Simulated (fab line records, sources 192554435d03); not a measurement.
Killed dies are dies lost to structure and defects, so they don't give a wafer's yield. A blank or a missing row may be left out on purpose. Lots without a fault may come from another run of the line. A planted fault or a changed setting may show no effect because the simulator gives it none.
fab line records | flow n5_finfet
record lots=9 wafers=27 last_day=18
route steps=1938 shown HKMG_FIN@399 BEOL_M4@1111 PASSIVATION@1936
lots that met no fault: from a run of the same line without faults
start_h: hours from the record's first day to the start of the lot's first wafer shown | wait_h: hours since the lot's step before | " the same as in the row above | L1.1+2: a row that stands for several wafers | - no value, or no start given | * or withheld: withheld | < > ~ a bound
route shown NAME@n: a module of which the file shows steps, and the number in the route of the first | usual: mean/standard deviation of fault-free wafers | same: alike in all rows | chamber/n: place in a boat | sites: the reading at each site | _std_site: their standard deviation | _edge_site: outer sites' mean less inner sites' | radius_mm: how far each site lies from the wafer's centre | mask NAME#n: copy n | behind: the tool/chamber that last shaped the wafer | hold: why the lot was held/for how many hours/how that ended | device: the transistor (n, p or np) that didn't switch | end of line: the same wafers' tests at the end of the route | a step without rows: its recipe alone | killed: dies lost to structure and defects at the first sort, not the wafer's yield | map: a wafer's dies, x killed, . not, _ none there
set.NAME: the setting as run; set.NAME@STEP: as run at that earlier step | model.NAME: the simulator's own value behind a step, which no gauge read
steps of the route over a sample of lots; a table a step, a row a wafer
services: from which hour (start_h, from the record's first day; less than 0 if before it) a tool's chamber was out of use, for how many hours, and why
## steps
# step N5_HKMG_FIN_OVL_MEAS_50
# recipe points_per_wafer=44
# usual NDIPOLE_OVL=-0.1/0.69
# columns lot.wafer tool chamber start_h wait_h NDIPOLE_OVL[nm]
L144.1 overlay-02 0 70.12 0.0 -0.1
L144.4 " 0 " " -0.2
L144.5 " 0 " " -0.3
L145.2 overlay-01 0 75.93 0.0 -1.7
L145.3 " 0 " " 0.0
L145.6 " 0 " " 0.1
L151.3 overlay-02 0 114.13 0.0 0.5
L151.4 " 0 " " -0.1
L151.6 " 0 " " -0.5
L152.1 overlay-02 0 124.62 0.0 -0.1
L152.5 " 0 " " 0.0
L152.6 " 0 " " 0.3
L158.1 overlay-01 0 155.57 0.0 0.1
L158.3 " 0 " " -0.1
L158.5 " 0 " " 0.4
L160.2 overlay-02 0 166.40 0.0 -0.5
L160.3 " 0 " " -0.7
L160.4 " 0 " " -0.7
L162.2 overlay-02 0 177.88 0.0 0.4
L162.4 " 0 " " 0.1
L162.6 " 0 " " 0.1
L164.2 overlay-01 0 191.37 0.0 0.5
L164.3 " 0 " " 1.1
L164.4 " 0 " " 0.1
L166.1 overlay-01 0 204.58 0.0 0.4
L166.3 " 0 " " -0.2
L166.5 " 0 " " 0.2
# step N5_HKMG_FIN_INSPECT_61
# recipe mode=adi inspect_instrument=macro
# usual raw_defect_count=2.1/1.5
# columns lot.wafer tool chamber start_h wait_h raw_defect_count
L144.1 defect_inspect-01 - 70.14 0.0 0
L144.4 " - " " 6
L144.5 " - " " 0
L145.2 defect_inspect-02 - 75.96 0.0 0
L145.3 " - " " 4
L145.6 " - " " 4
L151.3 defect_inspect-01 - 114.15 0.0 1
L151.4 " - " " 2
L151.6 " - " " 3
L152.1 defect_inspect-01 - 124.64 0.0 2
L152.5 " - " " 3
L152.6 " - " " 3
L158.1 defect_inspect-02 - 155.59 0.0 0
L158.3 " - " " 4
L158.5 " - " " 1
L160.2 defect_inspect-02 - 166.43 0.0 1
L160.3 " - " " 1
L160.4 " - " " 2
L162.2 defect_inspect-01 - 177.90 0.0 3
L162.4 " - " " 4
L162.6 " - " " 1
L164.2 defect_inspect-01 - 191.40 0.0 2
L164.3 " - " " 2
L164.4 " - " " 1
L166.1 defect_inspect-02 - 204.61 0.0 1
L166.3 " - " " 5
L166.5 " - " " 5
# step N5_HKMG_FIN_ETCH_55
# recipe chemistry=N2/H2 target=SOC target_depth_a=2400 temp_c=40 time_s=300 ion_energy_ev=200 mask_material=SiARC pressure_mtorr=30 source_w=840 bias_w=150 n2_flow_sccm=200 h2_flow_sccm=200
# usual drypump_motor_current_A=6.0/0.37 oes_product_au=0.78/0.097 rf_vpp_V=523.9/2 run_length_s=323.2/0.5 showerhead_plenum_p_Torr=2.54/0.066 throttle_valve_pct=17.9/0.3
# columns lot.wafer tool chamber start_h wait_h drypump_motor_current_A oes_product_au rf_hours_counter_h rf_vpp_V run_length_s showerhead_plenum_p_Torr throttle_valve_pct
L144.1 rie_diel-05 0 70.86 0.0 6.1 0.90 33 522.5 323.1 2.49 17.6
L144.4 " 1 " " 6.2 0.71 213 522.0 323.6 2.51 18.1
L144.5 " 3 " " 6.2 0.73 - 527.2 323.7 2.64 18.2
L145.2 rie_diel-03 2 76.08 0.0 5.5 0.72 189 527.3 322.8 2.63 18.4
L145.3 " 0 " " 5.8 0.91 27 525.2 322.6 2.59 18.0
L145.6 " 2 " " 5.5 0.72 - 525.2 323.4 2.63 18.3
L151.3 rie_diel-03 1 114.28 0.0 6.5 0.67 246 521.9 323.8 2.51 18.3
L151.4 " 2 " " 5.5 0.70 202 527.1 323.0 2.63 18.4
L151.6 " 0 " " 5.7 0.89 - 524.6 322.7 2.59 18.0
L152.1 rie_diel-05 2 124.77 0.0 6.3 0.84 59 521.4 322.2 2.48 17.6
L152.5 " 1 " " 6.2 0.69 - 522.5 323.5 2.51 18.2
L152.6 " 2 " " 6.3 0.84 - 522.6 322.2 2.48 17.6
L158.1 rie_diel-03 3 155.72 0.0 6.3 0.82 99 524.7 323.3 2.57 17.7
L158.3 " 0 " " 5.7 0.86 57 524.1 323.1 2.58 18.1
L158.5 " 1 " " 6.5 0.96 - 522.7 324.1 2.51 17.9
L160.2 rie_diel-03 3 166.83 0.0 6.3 0.81 102 524.5 323.8 2.56 17.7
L160.3 " 0 " " 5.7 0.86 61 524.7 323.0 2.58 18.1
L160.4 " 3 " " 6.3 0.82 - 526.6 323.3 2.56 17.7
L162.2 rie_diel-05 0 178.03 0.0 6.1 0.84 72 521.1 323.1 2.47 17.7
L162.4 " 3 " " 6.2 0.72 - 526.2 323.8 2.62 18.3
L162.6 " 2 " " 6.3 0.82 - 521.8 322.5 2.47 17.6
L164.2 rie_diel-05 3 191.57 0.1 6.2 0.70 217 524.5 323.9 2.62 18.3
L164.3 " 2 " " 6.3 0.81 - 522.1 322.5 2.47 17.6
L164.4 " 3 " " 6.2 0.70 - 525.8 323.4 2.62 18.3
L166.1 rie_diel-04 3 205.02 0.0 6.3 0.98 0 528.7 323.6 2.71 17.8
L166.3 " 1 " " 6.0 0.69 201 523.1 323.2 2.53 17.9
L166.5 " 3 " " 6.3 0.99 - 528.5 323.0 2.71 17.8
# step N5_HKMG_FIN_ETCH_58
# recipe chemistry=N2/H2 target=SOC target_depth_a=2158 ion_energy_ev=50 bias_w=13 time_s=741 pressure_mtorr=30 source_w=875 n2_flow_sccm=200 h2_flow_sccm=200
# usual drypump_motor_current_A=6.0/0.37 oes_product_au=0.78/0.097 rf_vpp_V=99.1/0.9 run_length_s=764.2/0.53 showerhead_plenum_p_Torr=2.54/0.066 throttle_valve_pct=17.9/0.31
# columns lot.wafer tool chamber start_h wait_h drypump_motor_current_A oes_product_au rf_hours_counter_h rf_vpp_V run_length_s showerhead_plenum_p_Torr throttle_valve_pct
L144.1 rie_diel-05 0 71.07 0.0 6.0 0.90 34 98.4 764.4 2.49 17.6
L144.4 " 1 " " 6.3 0.70 213 100.3 764.5 2.51 18.1
L144.5 " 3 " " 6.2 0.73 - 100.2 764.4 2.64 18.2
L145.2 rie_diel-03 2 76.29 0.0 5.5 0.72 189 100.1 764.4 2.63 18.3
L145.3 " 0 " " 5.7 0.91 27 100.0 764.0 2.59 18.0
L145.6 " 2 " " 5.5 0.71 - 99.2 764.1 2.63 18.3
L151.3 rie_diel-03 1 114.49 0.0 6.5 0.67 246 99.7 765.0 2.51 18.3
L151.4 " 2 " " 5.5 0.70 202 98.8 764.5 2.63 18.3
L151.6 " 0 " " 5.8 0.90 - 98.4 763.9 2.59 18.0
L152.1 rie_diel-05 2 124.98 0.0 6.3 0.84 59 97.6 763.3 2.48 17.5
L152.5 " 1 " " 6.2 0.70 - 98.4 764.8 2.51 18.1
L152.6 " 2 " " 6.3 0.84 - 97.9 763.2 2.48 17.5
L158.1 rie_diel-03 3 155.93 0.0 6.3 0.81 99 99.7 636.5 2.56 17.6
L158.3 " 0 " " 5.8 0.86 57 99.5 635.7 2.58 18.0
L158.5 " 1 " " 6.5 0.95 - 98.5 636.8 2.51 17.9
L160.2 rie_diel-03 3 167.04 0.0 6.4 0.81 102 99.2 636.2 2.56 17.7
L160.3 " 0 " " 5.8 0.84 61 99.9 636.5 2.58 18.0
L160.4 " 3 " " 6.3 0.80 - 98.3 636.8 2.56 17.7
L162.2 rie_diel-05 0 178.24 0.0 6.0 0.83 72 98.5 764.3 2.47 17.6
L162.4 " 3 " " 6.2 0.70 - 100.6 765.1 2.62 18.2
L162.6 " 2 " " 6.3 0.81 - 99.7 763.4 2.47 17.6
L164.2 rie_diel-05 3 191.88 0.0 6.2 0.71 217 99.4 765.2 2.62 18.3
L164.3 " 2 " " 6.3 0.80 - 97.7 763.6 2.47 17.6
L164.4 " 3 " " 6.2 0.70 - 100.4 765.0 2.62 18.2
L166.1 rie_diel-04 3 205.23 0.0 6.3 0.99 1 101.1 764.2 2.71 17.8
L166.3 " 1 " " 6.0 0.69 201 98.1 764.2 2.53 17.9
L166.5 " 3 " " 6.3 0.99 - 100.0 764.0 2.71 17.8
# step N5_BEOL_M4_RC_MEAS_101
# usual DIBL_N=36.5/1.4 DIBL_P=36.9/1.7 IOFF_N=0.163/0.023 IOFF_N_85C=3.2/0.37 IOFF_N_LIN=0.075/0.0089 IOFF_N_LONG=5.48e-05/2.1e-06 IOFF_P=0.22/0.032 ION_N=673/9 ION_P=462/7.5 SS_N=71.6/0.54 SS_P=73.4/0.62 VT_N=249.8/2.8 VT_N_LONG=275.4/1.7 VT_P=-250/3.5
# columns lot.wafer tool chamber start_h wait_h DIBL_N[mV/V] DIBL_P[mV/V] IOFF_N[nA/um] IOFF_N_85C[nA/um] IOFF_N_LIN[nA/um] IOFF_N_LONG[nA/um] IOFF_P[nA/um] ION_N[uA/um] ION_P[uA/um] SS_N[mV/dec] SS_P[mV/dec] VT_N[mV] VT_N_LONG[mV] VT_P[mV]
L144.1 prober-02 0 164.82 0.0 35.6 35.4 0.143 2.9 0.067 5.37e-05 0.19 663 459 71.8 73.3 252.3 274.0 -255
L144.4 " 0 " " 36.6 36.4 0.167 3.3 0.075 5.38e-05 0.20 665 450 72.1 73.2 249.5 275.0 -253
L144.5 " 0 " " 35.5 35.4 0.149 3.0 0.069 5.38e-05 0.19 674 461 71.7 72.7 251.7 274.6 -255
L145.2 prober-01 0 167.30 0.2 35.0 35.9 0.143 2.9 0.068 5.79e-05 0.21 657 457 71.2 73.6 253.3 274.9 -248
L145.3 " 0 " " 37.3 38.7 0.184 3.5 0.084 5.8e-05 0.26 680 468 71.9 74.2 247.2 275.9 -245
L145.6 " 0 " " 36.1 37.2 0.163 3.2 0.074 5.81e-05 0.23 663 460 72.0 73.8 250.5 273.0 -249
L151.3 prober-01 0 210.98 0.3 36.0 35.8 0.153 3.0 0.071 5.51e-05 0.19 673 455 72.0 73.9 249.3 276.3 -253
L151.4 " 0 " " 37.8 37.9 0.184 3.5 0.082 5.52e-05 0.22 667 450 72.8 73.8 247.4 276.0 -251
L151.6 " 0 " " 37.8 37.7 0.179 3.4 0.083 5.57e-05 0.21 684 457 72.0 73.6 245.8 275.4 -253
L152.1 prober-01 0 213.11 0.0 36.0 37.5 0.176 3.3 0.081 5.58e-05 0.25 676 468 71.8 74.1 248.6 276.6 -244
L152.5 " 0 " " 35.8 37.3 0.174 3.3 0.082 5.61e-05 0.25 672 469 71.7 74.3 246.6 273.6 -248
L152.6 " 0 " " 36.5 37.8 0.187 3.5 0.085 5.57e-05 0.27 679 469 73.1 73.4 249.4 274.5 -246
L158.1 prober-02 0 258.78 0.0 36.8 37.7 0.448 7.3 0.210 0.0001244 0.23 678 463 71.1 74.2 221.8 247.2 -249
L158.3 " 0 " " 38.4 39.3 0.432 7.1 0.194 0.0001057 0.27 680 470 71.7 73.5 226.5 254.6 -246
L158.5 " 0 " " 37.9 38.4 0.350 6.0 0.160 9.48e-05 0.25 677 468 71.4 73.5 230.5 256.9 -249
L160.2 prober-02 0 272.90 0.2 38.2 39.0 0.551 8.8 0.244 0.0001256 0.26 683 470 71.1 73.4 217.3 248.8 -246
L160.3 " 0 " " 35.8 36.5 0.364 6.1 0.166 0.0001072 0.21 662 454 71.4 72.9 225.2 253.6 -249
L160.4 " 0 " " 35.6 35.4 0.409 6.8 0.191 0.0001309 0.19 678 460 71.3 73.3 221.8 245.4 -252
L162.2 prober-01 0 280.63 0.2 37.0 38.6 0.158 3.1 0.076 5.16e-05 0.21 673 466 71.4 73.5 249.6 278.0 -250
L162.4 " 0 " " 38.6 40.0 0.175 3.4 0.081 5.15e-05 0.22 676 457 72.2 73.9 251.9 275.2 -253
L162.6 " 0 " " 38.9 39.9 0.186 3.6 0.086 5.25e-05 0.23 676 459 72.4 74.1 250.7 276.1 -251
L164.2 prober-02 0 282.28 0.2 37.8 39.6 0.191 3.7 0.086 5.2e-05 0.22 679 457 71.9 74.2 247.5 278.0 -252
L164.3 " 0 " " 35.1 36.1 0.142 2.8 0.067 5.1e-05 0.17 671 448 71.0 73.7 251.1 276.6 -258
L164.4 " 0 " " 34.4 35.9 0.128 2.6 0.062 5.09e-05 0.17 656 454 70.8 73.8 255.7 276.8 -254
L166.1 prober-02 0 309.87 0.0 37.4 36.8 0.154 3.1 0.071 5.35e-05 0.21 669 464 71.8 73.0 251.2 275.3 -249
L166.3 " 0 " " 35.0 33.4 0.117 2.4 0.056 5.44e-05 0.16 668 456 71.4 72.8 254.7 274.8 -253
L166.5 " 0 " " 37.4 36.2 0.156 3.1 0.070 5.33e-05 0.20 664 455 71.9 73.4 252.8 276.1 -249
# step N5_PASSIVATION_PROBE_49
# usual defect_limited_yield=91.2/1.4 killed_at_M0_to_M3=35/11 killed_at_M4_up=12/4.2 killed_at_contacts=13/5.6 killed_at_front_end=40/12 killed_at_other=3.3/2.6 killed_dies=103/17 killed_open=68/12 killed_short=34/7.6 sort_bin_4_leakage=0/0 sort_bin_5_function=5.1/0.95 sort_bin_6_memory=3.3/0.68 sort_n_pass=1077/17 sort_yield_pct=91.2/1.4
# same gross_dies=1180 killed_at_back_side=0 sort_bin_8_speed[%]=0
# columns lot.wafer tool chamber start_h wait_h defect_limited_yield[%] killed_at_M0_to_M3 killed_at_M4_up killed_at_contacts killed_at_front_end killed_at_other killed_dies killed_open killed_short sort_bin_4_leakage[%] sort_bin_5_function[%] sort_bin_6_memory[%] sort_n_pass sort_yield_pct[%]
L145.2 prober-01 - 273.63 0.1 95.3 30 6 6 13 0 55 37 18 0 2.5 1.9 1125 95.3
L145.3 prober-01 - 273.68 0.1 92.9 22 18 13 31 0 84 57 25 0 4.3 2.6 1096 92.9
L145.6 prober-01 - 273.83 0.3 91.5 40 13 12 34 1 100 68 32 0 4.6 3.3 1080 91.5
L144.1 prober-02 - 274.02 0.0 87.8 42 11 21 65 5 144 104 38 0 6.8 5.1 1036 87.8
L144.4 prober-02 - 274.17 0.2 91.3 34 7 16 39 7 103 77 26 0 5.0 3.6 1077 91.3
L144.5 prober-02 - 274.22 0.2 90.7 28 5 11 63 3 110 73 36 0 5.7 3.6 1070 90.7
L151.3 prober-02 - 306.08 0.1 90.3 31 18 30 34 1 114 83 31 0 5.6 4.0 1066 90.3
L151.4 prober-02 - 306.13 0.2 91.0 45 8 22 30 1 106 73 32 0 5.3 3.5 1074 91.0
L151.6 prober-02 - 306.23 0.3 90.8 30 18 17 44 0 109 71 35 0 5.0 3.6 1071 90.8
L152.1 prober-01 - 319.35 0.0 91.8 37 25 7 24 4 97 65 32 0 4.6 3.3 1083 91.8
L152.5 prober-01 - 319.55 0.2 91.7 26 12 19 39 2 98 68 30 0 5.3 2.9 1082 91.7
L152.6 prober-01 - 319.60 0.3 91.7 26 12 12 47 1 98 63 35 0 4.3 3.8 1082 91.7
L158.1 prober-02 - 355.75 0.0 89.3 44 19 11 50 2 126 84 39 25.68 5.7 4.7 751 63.6
L158.3 prober-02 - 355.85 0.1 90.1 38 7 12 55 5 117 80 35 19.58 6.0 3.6 832 70.5
L158.5 prober-02 - 355.95 0.2 89.9 22 15 17 60 5 119 82 36 2.71 6.7 3.0 1029 87.2
L160.2 prober-02 - 374.79 0.1 90.2 58 5 18 33 2 116 75 38 62.71 5.3 3.9 324 27.5
L160.3 prober-02 - 374.84 0.1 90.4 45 14 20 33 1 113 74 37 3.90 4.9 4.4 1021 86.5
L160.4 prober-02 - 374.89 0.2 90.3 59 13 12 29 2 115 74 37 11.27 6.0 3.0 932 79.0
L162.2 prober-01 - 379.30 0.1 91.6 24 13 9 53 0 99 74 24 0 5.3 2.7 1081 91.6
L162.4 prober-01 - 379.40 0.2 94.3 11 13 13 28 2 67 52 15 0 3.4 2.2 1113 94.3
L162.6 prober-01 - 379.50 0.3 91.9 25 16 13 33 8 95 67 28 0 4.7 3.3 1085 91.9
L164.2 prober-02 - 383.03 0.1 90.3 55 7 14 35 4 115 67 47 0 6.5 3.1 1065 90.3
L164.3 prober-02 - 383.08 0.1 88.6 46 12 21 46 9 134 96 37 0 7.2 3.6 1046 88.6
L164.4 prober-02 - 383.13 0.2 89.5 59 15 21 26 3 124 82 40 0 6.9 3.3 1056 89.5
L166.1 prober-01 - 428.32 0.0 91.4 23 24 8 39 8 102 64 36 0 5.3 3.0 1078 91.4
L166.3 prober-01 - 428.42 0.1 89.5 42 17 12 45 8 124 74 49 0 5.9 4.2 1056 89.5
L166.5 prober-01 - 428.52 0.2 88.3 49 14 19 55 1 138 90 45 0 6.0 5.3 1042 88.3
# killed by level:class
L145.2 BEOL_M2:geometric_particle:open=9 MOL_CONTACT_COAG:geometric_particle:open=6 STI_FIN_REVEAL:geometric_particle:open=5 BEOL_M1:geometric_particle:open=5 BEOL_M0_SAQP:geometric_particle:short=4 BEOL_M0_SAQP:geometric_particle:open=4 BEOL_M1:geometric_particle:short=4 STI_FIN_REVEAL:geometric_particle:short=2
L145.3 MOL_CONTACT_COAG:geometric_particle:open=10 BEOL_M4:geometric_particle:open=9 STI_FIN_REVEAL:geometric_particle:open=8 BEOL_M3:geometric_particle:open=6 BEOL_M1:geometric_particle:open=5 ILD0:geometric_particle:open=4 ILD0:geometric_particle:short=4 BEOL_M0_SAQP:geometric_particle:open=4
L145.6 STI_FIN_REVEAL:geometric_particle:open=13 BEOL_M0_SAQP:geometric_particle:short=11 MOL_CONTACT_COAG:geometric_particle:open=10 BEOL_M0_SAQP:geometric_particle:open=9 BEOL_M1:geometric_particle:open=7 BEOL_M4:geometric_particle:open=6 BEOL_M2:geometric_particle:open=6 ILD0:geometric_particle:short=4
L144.1 STI_FIN_REVEAL:geometric_particle:open=30 MOL_CONTACT_COAG:geometric_particle:open=19 BEOL_M0_SAQP:geometric_particle:open=12 FIN_SAQP:geometric_particle:open=8 BEOL_M1:geometric_particle:open=8 BEOL_M0_SAQP:geometric_particle:short=7 STI_FIN_REVEAL:geometric_particle:short=7 BEOL_M1:geometric_particle:short=6
L144.4 FIN_SAQP:geometric_particle:open=14 MOL_CONTACT_COAG:geometric_particle:open=13 BEOL_M3:geometric_particle:open=9 STI_FIN_REVEAL:geometric_particle:open=6 BEOL_M0_SAQP:geometric_particle:open=6 BEOL_M2:geometric_particle:open=5 BEOL_M4:geometric_particle:open=5 FIN_SAQP:geometric_particle:short=4
L144.5 STI_FIN_REVEAL:geometric_particle:open=12 GATE_CUT:geometric_particle:open=12 BEOL_M2:geometric_particle:open=10 GATE_CUT:geometric_particle:short=9 FIN_SAQP:geometric_particle:open=8 MOL_CONTACT_COAG:geometric_particle:open=8 DUMMY_GATE:geometric_particle:open=7 FIN_SAQP:geometric_particle:short=6
L151.3 MOL_CONTACT_COAG:geometric_particle:open=25 STI_FIN_REVEAL:geometric_particle:open=12 BEOL_M0_SAQP:geometric_particle:open=12 BEOL_M0_SAQP:geometric_particle:short=8 BEOL_M4:geometric_particle:open=7 MOL_CONTACT_COAG:geometric_particle:short=5 GATE_CUT:geometric_particle:short=4 BEOL_M3:geometric_particle:open=4
L151.4 MOL_CONTACT_COAG:geometric_particle:open=19 BEOL_M1:geometric_particle:open=8 BEOL_M0_SAQP:geometric_particle:open=7 BEOL_M0_SAQP:geometric_particle:short=7 BEOL_M2:geometric_particle:open=7 BEOL_M2:geometric_particle:short=7 BEOL_M3:geometric_particle:open=7 STI_FIN_REVEAL:geometric_particle:open=6
L151.6 MOL_CONTACT_COAG:geometric_particle:open=16 STI_FIN_REVEAL:geometric_particle:open=15 BEOL_M0_SAQP:geometric_particle:open=9 BEOL_M4:geometric_particle:open=8 FIN_SAQP:geometric_particle:short=7 BEOL_M0_SAQP:geometric_particle:short=7 STI_FIN_REVEAL:geometric_particle:short=4 GATE_CUT:geometric_particle:open=4
L152.1 BEOL_M4:geometric_particle:open=14 BEOL_M0_SAQP:geometric_particle:short=9 BEOL_M3:geometric_particle:open=8 MOL_CONTACT_COAG:geometric_particle:open=6 BEOL_M1:geometric_particle:open=6 FIN_SAQP:geometric_particle:short=5 BEOL_M0_SAQP:geometric_particle:open=5 BEOL_M4:geometric_particle:short=5
L152.5 MOL_CONTACT_COAG:geometric_particle:open=17 FIN_SAQP:geometric_particle:open=11 BEOL_M4:geometric_particle:open=9 FIN_SAQP:geometric_particle:short=8 BEOL_M3:geometric_particle:open=7 BEOL_M0_SAQP:geometric_particle:open=6 GATE_CUT:geometric_particle:short=5 BEOL_M0_SAQP:geometric_particle:short=5
L152.6 STI_FIN_REVEAL:geometric_particle:open=10 MOL_CONTACT_COAG:geometric_particle:open=10 BEOL_M4:geometric_particle:open=9 FIN_SAQP:geometric_particle:short=8 DUMMY_GATE:geometric_particle:open=7 ILD0:geometric_particle:short=5 BEOL_M0_SAQP:geometric_particle:open=5 BEOL_M3:geometric_particle:open=5
L158.1 FIN_SAQP:geometric_particle:open=13 BEOL_M0_SAQP:geometric_particle:open=12 BEOL_M1:geometric_particle:open=11 STI_FIN_REVEAL:geometric_particle:open=8 MOL_CONTACT_COAG:geometric_particle:open=8 BEOL_M0_SAQP:geometric_particle:short=6 FIN_CUT:geometric_particle:short=5 BEOL_M3:geometric_particle:open=5
L158.3 FIN_SAQP:geometric_particle:open=19 MOL_CONTACT_COAG:geometric_particle:open=11 FIN_SAQP:geometric_particle:short=9 BEOL_M1:geometric_particle:open=9 BEOL_M2:geometric_particle:open=8 GATE_CUT:geometric_particle:short=6 BEOL_M0_SAQP:geometric_particle:open=6 DUMMY_GATE:geometric_particle:open=5
L158.5 FIN_SAQP:geometric_particle:open=16 MOL_CONTACT_COAG:geometric_particle:open=14 FIN_SAQP:geometric_particle:short=10 STI_FIN_REVEAL:geometric_particle:open=8 BEOL_M0_SAQP:geometric_particle:open=8 GATE_CUT:geometric_particle:short=6 BEOL_M5:geometric_particle:open=5 ILD0:geometric_particle:open=4
L160.2 BEOL_M1:geometric_particle:open=17 MOL_CONTACT_COAG:geometric_particle:open=15 BEOL_M0_SAQP:geometric_particle:open=11 BEOL_M0:geometric_particle:short=8 BEOL_M0_SAQP:geometric_particle:short=7 STI_FIN_REVEAL:geometric_particle:open=6 GATE_CUT:geometric_particle:short=6 BEOL_M2:geometric_particle:open=6
L160.3 MOL_CONTACT_COAG:geometric_particle:open=17 BEOL_M0_SAQP:geometric_particle:open=16 BEOL_M0_SAQP:geometric_particle:short=13 BEOL_M1:geometric_particle:open=9 GATE_CUT:geometric_particle:short=7 BEOL_M6:geometric_particle:open=7 STI_FIN_REVEAL:geometric_particle:open=6 FIN_SAQP:geometric_particle:open=5
L160.4 BEOL_M0_SAQP:geometric_particle:short=17 BEOL_M0_SAQP:geometric_particle:open=16 BEOL_M1:geometric_particle:open=13 MOL_CONTACT_COAG:geometric_particle:open=8 STI_FIN_REVEAL:geometric_particle:open=5 BEOL_M1:geometric_particle:short=5 BEOL_M8:geometric_particle:open=5 DUMMY_GATE:geometric_particle:open=4
L162.2 STI_FIN_REVEAL:geometric_particle:open=28 MOL_CONTACT_COAG:geometric_particle:open=8 BEOL_M0_SAQP:geometric_particle:open=6 BEOL_M2:geometric_particle:open=6 BEOL_M4:geometric_particle:short=6 FIN_SAQP:geometric_particle:open=5 STI_FIN_REVEAL:geometric_particle:short=5 FIN_SAQP:geometric_particle:short=4
L162.4 MOL_CONTACT_COAG:geometric_particle:open=12 DUMMY_GATE:geometric_particle:open=8 FIN_SAQP:geometric_particle:open=7 STI_FIN_REVEAL:geometric_particle:open=6 BEOL_M11:geometric_particle:open=4 BEOL_M0_SAQP:geometric_particle:short=3 BEOL_M0:geometric_particle:open=3 BEOL_M4:geometric_particle:open=3
L162.6 STI_FIN_REVEAL:geometric_particle:open=11 MOL_CONTACT_COAG:geometric_particle:open=10 FIN_SAQP:geometric_particle:open=8 BEOL_M2:geometric_particle:open=6 BEOL_M7:geometric_particle:open=5 BEOL_M0_SAQP:geometric_particle:open=4 BEOL_M3:geometric_particle:open=4 FIN_SAQP:geometric_particle:short=3
L164.2 BEOL_M0_SAQP:geometric_particle:open=20 BEOL_M0_SAQP:geometric_particle:short=11 STI_FIN_REVEAL:geometric_particle:open=9 GATE_CUT:geometric_particle:short=9 MOL_CONTACT_COAG:geometric_particle:open=9 BEOL_M3:geometric_particle:open=7 MOL_CONTACT_COAG:geometric_particle:short=5 BEOL_M0:geometric_particle:short=5
L164.3 MOL_CONTACT_COAG:geometric_particle:open=15 STI_FIN_REVEAL:geometric_particle:open=13 BEOL_M2:geometric_particle:open=12 BEOL_M0_SAQP:geometric_particle:open=9 BEOL_M3:geometric_particle:open=9 BEOL_M4:geometric_particle:open=7 MOL_CONTACT_COAG:geometric_particle:short=6 STARTING-WAFER:geometric_particle:short=5
L164.4 MOL_CONTACT_COAG:geometric_particle:open=17 BEOL_M3:geometric_particle:open=13 BEOL_M0_SAQP:geometric_particle:short=11 STI_FIN_REVEAL:geometric_particle:open=9 BEOL_M1:geometric_particle:open=7 BEOL_M0_SAQP:geometric_particle:open=6 BEOL_M0:geometric_particle:open=6 BEOL_M2:geometric_particle:open=6
L166.1 FIN_SAQP:geometric_particle:open=10 BEOL_M4:geometric_particle:short=9 BEOL_M3:geometric_particle:open=7 GATE_CUT:geometric_particle:short=6 MOL_CONTACT_COAG:geometric_particle:open=6 DUMMY_GATE:geometric_particle:open=5 FIN_SAQP:geometric_particle:short=4 STI_FIN_REVEAL:geometric_particle:open=4
L166.3 BEOL_M0_SAQP:geometric_particle:open=15 BEOL_M0_SAQP:geometric_particle:short=12 STI_FIN_REVEAL:geometric_particle:open=10 FIN_SAQP:geometric_particle:short=9 MOL_CONTACT_COAG:geometric_particle:open=9 GATE_CUT:geometric_particle:short=7 BEOL_M4:geometric_particle:short=6 FIN_SAQP:geometric_particle:open=5
L166.5 MOL_CONTACT_COAG:geometric_particle:open=16 STI_FIN_REVEAL:geometric_particle:open=13 FIN_SAQP:geometric_particle:open=10 BEOL_M2:geometric_particle:open=10 BEOL_M1:geometric_particle:open=9 BEOL_M0_SAQP:geometric_particle:open=8 FIN_SAQP:geometric_particle:short=7 GATE_CUT:geometric_particle:short=7
## services
# columns tool chamber start_h hours kind
rie_diel-04 - 94.95 0.9 repair
rie_diel-03 1 123.06 - clean
rie_diel-03 1 123.06 - consumable_replace:focus_ring
rie_diel-03 1 123.06 22.2 scheduled_down
rie_diel-03 1 123.06 22.2 vent_cycle
rie_diel-04 2 149.43 - clean
rie_diel-04 2 149.43 - consumable_replace:focus_ring
rie_diel-04 2 149.43 24.1 scheduled_down
rie_diel-04 2 149.43 24.1 vent_cycle
rie_diel-04 0 154.52 2.4 repair
rie_diel-04 0 161.59 5.3 repair
rie_diel-03 1 165.50 5.0 repair
rie_diel-04 0 173.53 - clean
rie_diel-04 0 173.53 - consumable_replace:focus_ring
rie_diel-04 0 173.53 14.9 scheduled_down
rie_diel-04 0 173.53 14.9 vent_cycle
rie_diel-05 1 177.38 - clean
rie_diel-05 1 177.38 - consumable_replace:focus_ring
rie_diel-05 1 177.38 21.6 scheduled_down
rie_diel-05 1 177.38 21.6 vent_cycle
rie_diel-04 3 188.51 - clean
rie_diel-04 3 188.51 - consumable_replace:focus_ring
rie_diel-04 3 188.51 - consumable_replace:showerhead
rie_diel-05 3 202.56 13.1 repair
## key
first_sign step=N5_HKMG_FIN_ETCH_58 reading=run_length_s direction=down sigmas=99+ usual=* struck=*
effect step=N5_BEOL_M4_RC_MEAS_101 reading=IOFF_N_LONG direction=up sigmas=28 usual=5.48e-05 struck=0.0001148
effect step=N5_BEOL_M4_RC_MEAS_101 reading=VT_N_LONG direction=down sigmas=14 usual=275.4 struck=251.1
effect step=N5_BEOL_M4_RC_MEAS_101 reading=IOFF_N_LIN direction=up sigmas=13 usual=0.075 struck=0.194
effect step=N5_BEOL_M4_RC_MEAS_101 reading=IOFF_N direction=up sigmas=12 usual=0.163 struck=0.426
effect step=N5_BEOL_M4_RC_MEAS_101 reading=IOFF_N_85C direction=up sigmas=10 usual=3.2 struck=7.0
effect step=N5_BEOL_M4_RC_MEAS_101 reading=VT_N direction=down sigmas=9.4 usual=249.8 struck=223.9
effect step=N5_PASSIVATION_PROBE_49 reading=sort_bin_4_leakage direction=up sigmas=99+ usual=0 struck=20.97
met_at N5_HKMG_FIN_ETCH_58
struck_lots L158,L160
not_acting_at N5_HKMG_FIN_OVL_MEAS_50,N5_HKMG_FIN_INSPECT_61,N5_HKMG_FIN_ETCH_55
onset_between 114.49 155.93
fault kind=process_parameter_drift tool=rie_diel-03 chamber=- onset_h=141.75 steps=N5_HKMG_FIN_ETCH_58 channel=time_s offset=* shape=step end_h=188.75 acts_in=* stated=*
